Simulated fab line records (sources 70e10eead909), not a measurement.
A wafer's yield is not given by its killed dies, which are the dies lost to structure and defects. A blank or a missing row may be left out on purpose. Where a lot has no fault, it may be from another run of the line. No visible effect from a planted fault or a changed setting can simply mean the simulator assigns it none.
Which of the tools did it? -- flow nand harc -- Sampling: 24 lots, 72 wafers, 6 of 1159 route steps

## WHAT THE GAUGES SHOWED, per wafer
NHARC_A_M0_OVL_MEAS_10: pitch 160 nm. Usual: overlay x nm -0.1 nm, standard deviation 0.69; overlay y nm 0.0 nm, standard deviation 0.78.
lot,measured,on,overlay x nm (nm),overlay y nm (nm),flag
L074,day 17 07:52,overlay-01,-1.1 -1.1 -1.3,0.5 0.3 -0.4,
L075,day 17 17:59,overlay-01,-0.4 -0.3 0.1,0.7 1.0 0.6,
L076,day 17 18:25,overlay-01,0.2 0.1 -0.3,0.3 -0.3 -0.4,
L079,day 18 02:18,overlay-02,-1.0 -0.5 -0.6,-0.9 -1.1 -0.6,
L077,day 18 04:29,overlay-01,0.6 0.1 -0.1,-0.3 0.9 -0.2,
L078,day 18 21:31,overlay-01,-1.1 -1.0 -1.7,-1.2 -1.4 -1.7,
L082,day 19 01:52,overlay-01,-0.6 -0.5 -1.1,0.2 -0.1 0.5,
L080,day 19 05:06,overlay-02,0.6 0.5 0.2,-0.9 -0.4 -0.4,
L084,day 19 18:05,overlay-01,0.2 0.0 -0.5,-0.2 -0.5 -0.6,
L081,day 19 17:35,overlay-01,0.2 -0.1 -0.7,1.4 1.9 1.4,
L083,day 19 18:31,overlay-02,-1.4 -1.5 -0.6,0.6 0.8 0.7,
L087,day 20 06:19,overlay-02,0.4 0.6 0.1,-0.8 -0.8 -0.9,
L086,day 20 07:11,overlay-02,-0.2 -0.4 -0.2,0.3 0.8 0.7,
L085,day 21 12:28,overlay-02,-1.1 -0.4 -0.9,0.0 0.1 0.1,
L088,day 21 12:55,overlay-02,0.7 0.8 0.1,0.6 0.8 0.8,
L089,day 21 13:57,overlay-02,1.0 0.5 0.7,0.7 0.2 0.7,
L091,day 21 21:17,overlay-02,0.2 -0.7 -0.2,0.2 0.4 0.3,
L092,day 21 22:22,overlay-02,0.4 -0.1 -0.6,0.1 0.9 0.6,
L090,day 21 21:50,overlay-02,0.5 1.0 0.6,-0.7 -0.9 -1.3,
L095,day 22 12:24,overlay-01,1.2 0.3 1.3,-0.9 -0.9 -0.9,
L094,day 22 15:42,overlay-02,0.4 0.1 0.8,0.3 0.4 0.6,
L093,day 22 23:47,overlay-01,0.2 0.1 0.1,-1.1 -0.2 -0.7,
L096,day 23 07:20,overlay-01,-0.1 0.0 -0.3,0.8 1.4 1.3,
L097,day 23 07:59,overlay-02,0.7 0.7 1.2,-0.9 -0.8 -0.2,

NHARC_A_M1_OVL_MEAS_10: pitch 240 nm. Usual: overlay x nm -0.1 nm, standard deviation 0.78; overlay y nm 0.0 nm, standard deviation 0.8.
lot,measured,on,overlay x nm (nm),overlay y nm (nm),flag
L074,day 17 12:04,overlay-02,-0.1 0.0 -0.4,0.5 0.4 0.9,
L075,day 17 22:29,overlay-01,-0.3 -0.6 -0.5,0.7 1.1 1.2,
L076,day 17 23:13,overlay-01,0.8 1.0 0.7,-1.7 -1.9 -1.5,
L079,day 18 06:37,overlay-02,-0.4 -0.6 -0.3,-0.1 -0.9 -0.1,
L077,day 18 08:38,overlay-01,-0.1 -0.5 0.2,0.5 0.3 -0.3,
L078,day 19 01:38,overlay-01,-0.3 -0.1 -0.4,-1.3 -0.9 -1.1,
L082,day 19 05:52,overlay-02,0.4 0.4 0.0,-0.6 -0.9 -1.0,
L080,day 19 09:26,overlay-01,-0.4 -0.4 0.1,0.1 0.2 0.2,
L084,day 19 22:19,overlay-01,0.0 -0.4 0.1,-0.1 -0.1 -0.7,
L081,day 19 21:37,overlay-01,0.4 0.9 -0.1,-0.1 -0.6 -1.4,
L083,day 19 22:58,overlay-02,-0.3 -0.1 0.6,0.0 0.2 0.6,
L087,day 20 10:23,overlay-02,1.2 1.1 0.3,0.3 0.3 -0.3,
L086,day 20 11:16,overlay-02,1.2 1.6 1.4,-0.3 -0.2 -0.2,
L085,day 21 16:32,overlay-02,0.9 1.2 0.3,1.1 1.3 1.4,
L088,day 21 17:08,overlay-01,-0.6 -0.7 -0.5,1.3 1.5 1.0,
L089,day 21 18:03,overlay-01,0.8 1.4 1.2,0.3 1.2 -0.1,
L091,day 22 01:34,overlay-01,-1.6 -1.3 -1.5,0.2 0.4 0.5,
L092,day 22 02:39,overlay-01,-1.0 -0.6 -1.0,-0.8 0.1 -0.5,
L090,day 22 01:53,overlay-02,-0.5 -0.5 -1.2,0.1 0.4 0.0,
L095,day 22 16:47,overlay-01,-0.8 -0.7 -0.7,1.5 1.7 1.1,
L094,day 22 20:18,overlay-02,-1.2 -0.5 -0.9,0.5 0.7 1.1,
L093,day 23 04:02,overlay-02,0.1 0.5 0.1,0.0 0.2 -0.6,
L096,day 23 11:22,overlay-02,0.2 -0.5 0.2,0.3 -0.1 0.4,
L097,day 23 12:05,overlay-02,0.6 0.7 1.4,-0.4 -0.9 -0.4,

NHARC_A_M1_CD_MEAS_16. Usual: cd nm reads 119.5 nm (standard deviation 0.78).
lot,measured,on,cd nm (nm),flag
L074,day 17 12:31,cd sem-02,119.1 119.5 120.1,
L075,day 17 22:56,cd sem-02,120.1 120.6 120.8,
L076,day 17 23:40,cd sem-01,119.7 119.6 119.5,
L079,day 18 07:01,cd sem-02,119.5 118.7 118.9,
L077,day 18 09:03,cd sem-02,120.4 120.7 119.8,
L078,day 19 02:02,cd sem-01,118.6 120.2 118.9,
L082,day 19 06:16,cd sem-01,118.7 118.5 119.0,
L080,day 19 09:50,cd sem-02,120.0 119.9 118.9,
L084,day 19 22:44,cd sem-01,120.2 118.3 120.7,
L081,day 19 22:01,cd sem-01,118.9 119.0 120.1,
L083,day 19 23:22,cd sem-03,119.1 119.0 120.4,
L087,day 20 10:48,cd sem-01,119.3 119.1 120.2,
L086,day 20 11:40,cd sem-02,119.1 119.6 119.1,
L085,day 21 16:56,cd sem-03,118.5 119.7 118.0,
L088,day 21 17:33,cd sem-03,119.3 120.4 119.0,
L089,day 21 18:28,cd sem-01,119.3 118.2 119.7,
L091,day 22 01:58,cd sem-02,119.7 118.9 118.8,
L092,day 22 03:04,cd sem-01,119.9 118.0 119.9,
L090,day 22 02:17,cd sem-03,117.8 119.2 118.9,
L095,day 22 17:11,cd sem-01,120.7 118.6 119.0,
L094,day 22 20:42,cd sem-03,119.8 119.7 119.8,
L093,day 23 04:26,cd sem-01,118.4 118.5 120.1,
L096,day 23 11:49,cd sem-03,120.3 119.7 119.7,
L097,day 23 12:30,cd sem-03,117.6 118.7 119.3,

## WHAT TOOL EACH LOT RAN ON (gives the tool, then ch and the chambers of the sampled wafers, and finally the start)
lot,NHARC_A_CONTACT_ETCH_106,NHARC_A_BLC_ETCH_18,NHARC_A_M1_ETCH_35
L074,"rie diel-08 ch 0,1, day 16 16:29","rie diel-04 ch 1,2,3, day 17 07:52 or earlier","rie diel-05 ch 1,2,3, day 17 12:17"
L075,"rie diel-08 ch 1,2,3, day 16 21:50","rie diel-04 ch 0,2, day 17 17:59 or earlier","rie diel-05 ch 1,2,3, day 17 22:41"
L076,"rie diel-08 ch 0,2, day 16 23:28","rie diel-04 ch 0,1,3, day 17 18:25 or earlier","rie diel-05 ch 1,2,3, day 17 23:25"
L079,"rie diel-08 ch 1,3, day 17 13:34","rie diel-04 ch 0,2,3, day 18 02:18 or earlier","rie diel-12 ch 1,3, day 18 06:47"
L077,"rie diel-08 ch 0,1,3, day 17 15:59","rie diel-02 ch 0,1,3, day 18 04:29 or earlier","rie diel-12 ch 0,3, day 18 08:49"
L078,"rie diel-08 ch 0,1,3, day 18 01:37","rie diel-04 ch 0,2,3, day 18 21:31 or earlier","rie diel-10 ch 2,3, day 19 01:49"
L082,"rie diel-08 ch 1,2,3, day 18 10:18","rie diel-02 ch 1,2,3, day 19 01:52 or earlier","rie diel-12 ch 2,3, day 19 06:03"
L080,"rie diel-08 ch 0,1,2, day 18 13:38","rie diel-04 ch 0,1,2, day 19 05:06 or earlier","rie diel-05 ch 0,2,3, day 19 09:37"
L084,"rie diel-13 ch 0,1,3, day 19 00:29","rie diel-06 ch 0,2, day 19 18:05 or earlier","rie diel-05 ch 2,3, day 19 22:30"
L081,"rie diel-13 ch 1,2, day 19 02:44","rie diel-02 ch 0,3, day 19 17:35 or earlier","rie diel-12 ch 0,2,3, day 19 21:47"
L083,"rie diel-08 ch 1,2, day 19 05:43","rie diel-04 ch 1,2, day 19 18:31 or earlier","rie diel-10 ch 0,3, day 19 23:08"
L087,"rie diel-08 ch 1,3, day 19 12:45","rie diel-04 ch 0,2,3, day 20 06:19 or earlier","rie diel-05 ch 0,3, day 20 10:35"
L086,"rie diel-08 ch 0,1,3, day 19 13:32","rie diel-02 ch 1,2,3, day 20 07:11 or earlier","rie diel-10 ch 0,1,3, day 20 11:27"
L085,"rie diel-07 ch 0,1,3, day 20 06:39","rie diel-02 ch 1,2, day 21 12:28 or earlier","rie diel-10 ch 0,1, day 21 16:43"
L088,"rie diel-13 ch 1,2,3, day 20 07:11","rie diel-06 ch 0,1, day 21 12:55 or earlier","rie diel-12 ch 2,3, day 21 17:20"
L089,"rie diel-07 ch 0,1,3, day 20 11:22","rie diel-04 ch 1,2,3, day 21 13:57 or earlier","rie diel-05 ch 0,2,3, day 21 18:14"
L091,"rie diel-13 ch 1,2, day 20 16:16","rie diel-04 ch 2,3, day 21 21:17 or earlier","rie diel-05 ch 0,1,2, day 22 01:44"
L092,"rie diel-07 ch 0,1,3, day 20 19:28","rie diel-06 ch 2,3, day 21 16:08","rie diel-10 ch 0,1,3, day 22 02:50"
L090,"rie diel-13 ch 0,1,3, day 20 19:35","rie diel-04 ch 1,2,3, day 21 21:50 or earlier","rie diel-10 ch 0,1,2, day 22 02:04"
L095,"rie diel-07 ch 0,1,2, day 21 21:07","rie diel-04 ch 0,2,3, day 22 12:24 or earlier","rie diel-10 ch 1,2, day 22 16:58"
L094,"rie diel-07 ch 2,3, day 22 01:15","rie diel-02 ch 2,3, day 22 15:42 or earlier","rie diel-10 ch 2,3, day 22 20:29"
L093,"rie diel-08 ch 0,1,3, day 22 05:12","rie diel-04 ch 1,2, day 22 23:47 or earlier","rie diel-12 ch 0,1,2, day 23 04:13"
L096,"rie diel-13 ch 0,2,3, day 22 09:43","rie diel-04 ch 0,1, day 23 07:20 or earlier","rie diel-05 ch 0,1,3, day 23 11:36"
L097,"rie diel-08 ch 1,2,3, day 22 11:04","rie diel-06 ch 2,3, day 23 07:59 or earlier","rie diel-10 ch 1,2, day 23 12:17"
- NHARC_A_CONTACT_ETCH_106: etches the open film in CF4/O2, target depth 60 nm, overetch 6 nm, time 33 s.
- NHARC_A_BLC_ETCH_18: etches the open film in C4F8/O2/Ar, target depth 910 nm.
- NHARC_A_M1_ETCH_35: etches the open film in N2/H2, target depth 40 nm, overetch 12 nm, time 43.94 s.

## AS READ BY THE TOOLS THEMSELVES (means over the sampled wafers that have a number; for cases with no such wafer, the mark the record gives instead)
NHARC_A_CONTACT_ETCH_106. Usual: drypump motor current A 5.6 A, standard deviation 0.32; oes product au 0.998 a.u., standard deviation 0.015; rf vpp V 198.4 V, standard deviation 1.3; showerhead plenum p Torr 1.36 Torr, standard deviation 0.047; throttle valve pct 13.397 %, standard deviation 0.0079.
lot,tool,drypump motor current A (A),oes product au (a.u.),rf vpp V (V),showerhead plenum p Torr (Torr),throttle valve pct (%),flag
L074,rie diel-08,5.7,0.982,198.3,1.35,13.396,
L075,rie diel-08,5.4,1.010,198.8,1.37,13.391,
L076,rie diel-08,5.3,1.002,198.0,1.34,13.396,
L079,rie diel-08,5.6,1.010,199.1,1.39,13.403,
L077,rie diel-08,5.7,1.008,198.8,1.37,13.398,
L078,rie diel-08,5.6,1.005,198.8,1.37,13.395,
L082,rie diel-08,5.5,1.012,198.3,1.36,13.393,
L080,rie diel-08,5.5,0.991,199.0,1.34,13.396,
L084,rie diel-13,5.8,0.988,197.8,1.33,13.397,
L081,rie diel-13,5.6,0.993,197.2,1.31,13.396,
L083,rie diel-08,5.6,0.998,197.5,1.33,13.396,
L087,rie diel-08,5.5,1.018,199.3,1.39,13.401,
L086,rie diel-08,5.7,1.002,198.7,1.37,13.402,
L085,rie diel-07,5.6,1.004,198.0,1.36,13.395,
L088,rie diel-13,5.6,0.996,198.3,1.36,13.398,
L089,rie diel-07,5.6,1.001,198.2,1.36,13.394,
L091,rie diel-13,5.8,0.980,197.3,1.31,13.392,
L092,rie diel-07,5.7,0.996,198.2,1.36,13.399,
L090,rie diel-13,5.8,1.001,199.6,1.40,13.398,
L095,rie diel-07,5.8,0.999,199.0,1.38,13.397,
L094,rie diel-07,5.9,0.997,199.0,1.37,13.400,
L093,rie diel-08,5.6,0.998,198.4,1.37,13.394,
L096,rie diel-13,5.6,0.994,199.2,1.39,13.396,
L097,rie diel-08,5.4,0.999,197.9,1.36,13.408,

NHARC_A_BLC_ETCH_18. Usual: oes product au 0.946 a.u., standard deviation 0.025; rf vpp V 980 V, standard deviation 3.7.
lot,tool,oes product au (a.u.),rf vpp V (V),flag
L074,rie diel-04,0.976,979,
L075,rie diel-04,0.933,981,
L076,rie diel-04,0.915,979,
L079,rie diel-04,0.944,981,
L077,rie diel-02,0.977,980,
L078,rie diel-04,0.932,981,
L082,rie diel-02,0.916,983,
L080,rie diel-04,0.940,980,
L084,rie diel-06,0.960,981,
L081,rie diel-02,0.933,977,
L083,rie diel-04,0.936,977,
L087,rie diel-04,0.972,981,
L086,rie diel-02,0.913,983,
L085,rie diel-02,0.916,980,
L088,rie diel-06,0.915,978,
L089,rie diel-04,0.965,980,
L091,rie diel-04,0.973,982,
L092,rie diel-06,0.957,983,
L090,rie diel-04,0.960,979,
L095,rie diel-04,0.967,981,
L094,rie diel-02,0.958,983,
L093,rie diel-04,0.970,980,
L096,rie diel-04,0.953,977,
L097,rie diel-06,0.919,983,

NHARC_A_M1_ETCH_35. Usual: drypump motor current A 5.6 A, standard deviation 0.45; oes product au 0.991 a.u., standard deviation 0.013; rf vpp V 431.5 V, standard deviation 2.6; showerhead plenum p Torr 2.08 Torr, standard deviation 0.092; throttle valve pct 14.171 %, standard deviation 0.009.
lot,tool,drypump motor current A (A),oes product au (a.u.),rf vpp V (V),showerhead plenum p Torr (Torr),throttle valve pct (%),flag
L074,rie diel-05,5.9,0.995,431.4,2.07,14.168,
L075,rie diel-05,5.9,0.987,431.9,2.07,14.170,
L076,rie diel-05,5.9,0.997,431.4,2.07,14.173,
L079,rie diel-12,5.6,1.002,433.2,2.13,14.167,
L077,rie diel-12,5.3,1.001,433.2,2.16,14.173,
L078,rie diel-10,5.1,0.987,432.9,2.11,14.183,
L082,rie diel-12,5.2,1.002,431.6,2.10,14.165,
L080,rie diel-05,5.5,0.986,431.1,2.06,14.175,
L084,rie diel-05,5.4,0.981,430.5,2.01,14.165,
L081,rie diel-12,5.3,0.996,432.8,2.13,14.169,
L083,rie diel-10,5.5,1.003,430.4,2.04,14.174,
L087,rie diel-05,5.6,0.980,431.9,2.08,14.173,
L086,rie diel-10,5.5,0.979,430.8,2.04,14.171,
L085,rie diel-10,5.7,0.973,427.6,1.96,14.174,
L088,rie diel-12,5.2,1.001,432.3,2.10,14.167,
L089,rie diel-05,5.5,0.986,430.1,2.06,14.171,
L091,rie diel-05,5.9,0.996,432.5,2.10,14.173,
L092,rie diel-10,5.5,0.982,430.2,2.04,14.172,
L090,rie diel-10,5.6,0.982,428.5,1.95,14.167,
L095,rie diel-10,5.4,0.983,428.5,1.95,14.170,
L094,rie diel-10,5.2,0.986,430.5,2.02,14.167,
L093,rie diel-12,5.6,1.002,433.7,2.15,14.169,
L096,rie diel-05,6.0,0.995,433.0,2.12,14.167,
L097,rie diel-10,5.4,0.976,427.6,1.95,14.180,

## THE ANSWER, worked out from the rows above alone
Rule: lot off if the mean of its wafers having a number is beyond 3 standard deviations from the usual mean. A lot without any number at a reading at which 4 lots or more have one is off too. Any other lot the step has rows for is counted as sound. After the gauges, taken in route order, come the tools' own readings; for these a lot's mean is taken, as printed above. The first step at which some lot is off is used, and at that step the reading that is off furthest; a lot without a number counts as furthest.
No lot is off on any of the readings shown, so nothing can be concluded from this.

## WHAT HAD BEEN PUT IN BY THE SIMULATOR
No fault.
